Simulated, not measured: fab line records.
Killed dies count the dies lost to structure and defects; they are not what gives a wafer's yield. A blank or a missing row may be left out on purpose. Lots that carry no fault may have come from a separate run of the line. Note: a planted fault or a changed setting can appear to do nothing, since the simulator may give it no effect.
Lot-split experiment / flow n5_finfet / route with 1938 steps; 7 lots, 21 wafers read

SPLIT DETAILS
At N5_ZERO_LAYER_EXPOSE_08 (exposes mask ZERO, defocus 0 nm, target cd 2000 nm), the setting dose_mj was moved away from the recipe's 16.2 on 7 of the 21 wafers read, by -7.2% to +3.3%. For the rest of the wafers, this setting stayed at what the recipe calls for.

FROM THE SPLIT TO THE READING: what the file shows between them, 3 steps
- N5_ZERO_LAYER_PEB_09
- N5_ZERO_LAYER_DEVELOP_10: develop time 60 s
- N5_ZERO_LAYER_HARDBAKE_23: time 120 s

THE READING
cd_nm at N5_ZERO_LAYER_CD_MEAS_11, given in nm (cd target 2000 nm). On this fab line, fault-free wafers typically give 2000.7 nm with a standard deviation of 2.4 nm.

wafer=L075.2; tool, chamber at the split=krf_scanner-02, 0; dose_mj as run=16.2; against the recipe=recipe; cd_nm, nm=2002.4; against lot-mates on the recipe=-
wafer=L075.3; tool, chamber at the split=krf_scanner-02, 0; dose_mj as run=16.2; against the recipe=recipe; cd_nm, nm=2000.2; against lot-mates on the recipe=-
wafer=L075.4; tool, chamber at the split=krf_scanner-02, 0; dose_mj as run=16.2; against the recipe=recipe; cd_nm, nm=2003.3; against lot-mates on the recipe=-
wafer=L077.4; tool, chamber at the split=krf_scanner-01, 0; dose_mj as run=15.8; against the recipe=-2.5%; cd_nm, nm=1997.5; against lot-mates on the recipe=-6.2
wafer=L077.5; tool, chamber at the split=krf_scanner-01, 0; dose_mj as run=16.2; against the recipe=recipe; cd_nm, nm=2003.8; against lot-mates on the recipe=-
wafer=L077.6; tool, chamber at the split=krf_scanner-01, 0; dose_mj as run=16.2; against the recipe=recipe; cd_nm, nm=2003.5; against lot-mates on the recipe=-
wafer=L079.4; tool, chamber at the split=krf_scanner-02, 0; dose_mj as run=16.2; against the recipe=recipe; cd_nm, nm=1996.4; against lot-mates on the recipe=-
wafer=L079.5; tool, chamber at the split=krf_scanner-02, 0; dose_mj as run=16.2; against the recipe=recipe; cd_nm, nm=1999.6; against lot-mates on the recipe=-
wafer=L079.6; tool, chamber at the split=krf_scanner-02, 0; dose_mj as run=16.2; against the recipe=recipe; cd_nm, nm=1998.7; against lot-mates on the recipe=-
wafer=L085.2; tool, chamber at the split=krf_scanner-02, 0; dose_mj as run=16.2; against the recipe=recipe; cd_nm, nm=2001.0; against lot-mates on the recipe=-
wafer=L085.4; tool, chamber at the split=krf_scanner-02, 0; dose_mj as run=15.04; against the recipe=-7.2%; cd_nm, nm=1990.4; against lot-mates on the recipe=-10.8
wafer=L085.6; tool, chamber at the split=krf_scanner-02, 0; dose_mj as run=16.2; against the recipe=recipe; cd_nm, nm=2001.4; against lot-mates on the recipe=-
wafer=L086.2; tool, chamber at the split=krf_scanner-02, 0; dose_mj as run=16.72; against the recipe=+3.2%; cd_nm, nm=2007.6; against lot-mates on the recipe=+7.8
wafer=L086.4; tool, chamber at the split=krf_scanner-02, 0; dose_mj as run=16.72; against the recipe=+3.2%; cd_nm, nm=2009.7; against lot-mates on the recipe=+9.9
wafer=L086.5; tool, chamber at the split=krf_scanner-02, 0; dose_mj as run=16.2; against the recipe=recipe; cd_nm, nm=1999.8; against lot-mates on the recipe=-
wafer=L088.2; tool, chamber at the split=krf_scanner-01, 0; dose_mj as run=16.2; against the recipe=recipe; cd_nm, nm=1999.1; against lot-mates on the recipe=-
wafer=L088.5; tool, chamber at the split=krf_scanner-01, 0; dose_mj as run=15.45; against the recipe=-4.6%; cd_nm, nm=1994.8; against lot-mates on the recipe=-4.9
wafer=L088.6; tool, chamber at the split=krf_scanner-01, 0; dose_mj as run=16.2; against the recipe=recipe; cd_nm, nm=2000.2; against lot-mates on the recipe=-
wafer=L097.1; tool, chamber at the split=krf_scanner-02, 0; dose_mj as run=16.2; against the recipe=recipe; cd_nm, nm=1999.6; against lot-mates on the recipe=-
wafer=L097.3; tool, chamber at the split=krf_scanner-02, 0; dose_mj as run=16.74; against the recipe=+3.3%; cd_nm, nm=2009.7; against lot-mates on the recipe=+10.1
wafer=L097.6; tool, chamber at the split=krf_scanner-02, 0; dose_mj as run=16.74; against the recipe=+3.3%; cd_nm, nm=2008.5; against lot-mates on the recipe=+8.9

THE FIT
A straight line over all 21 wafers: cd_nm changes by +1.78 nm for each +1% of dose_mj; r = +0.91; the points scatter about the line by 2.1 nm.
The same after taking each lot's own level away (the mean of its wafers on the recipe; 21 wafers): +1.94 nm for each +1%; r = +0.94; scatter 1.8 nm.
Per that fit: largest dose_mj move, reading shift of 14 nm.
Across the lots, their own levels run from 1998.23 to 2003.65 nm, a range of 2.3 times the standard deviation given above.
The two slopes are in agreement: the lot-to-lot level therefore moves the slope only a little.
Check: with one of the wafers moved furthest among these (-7.2%) left out of the fit, the line predicts -15 nm for it against its lot-mates. It came out at -10.8 nm against them.

FILE'S OWN FIT
cd_nm changes by +1.75 nm for each +1% of dose_mj, r = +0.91.
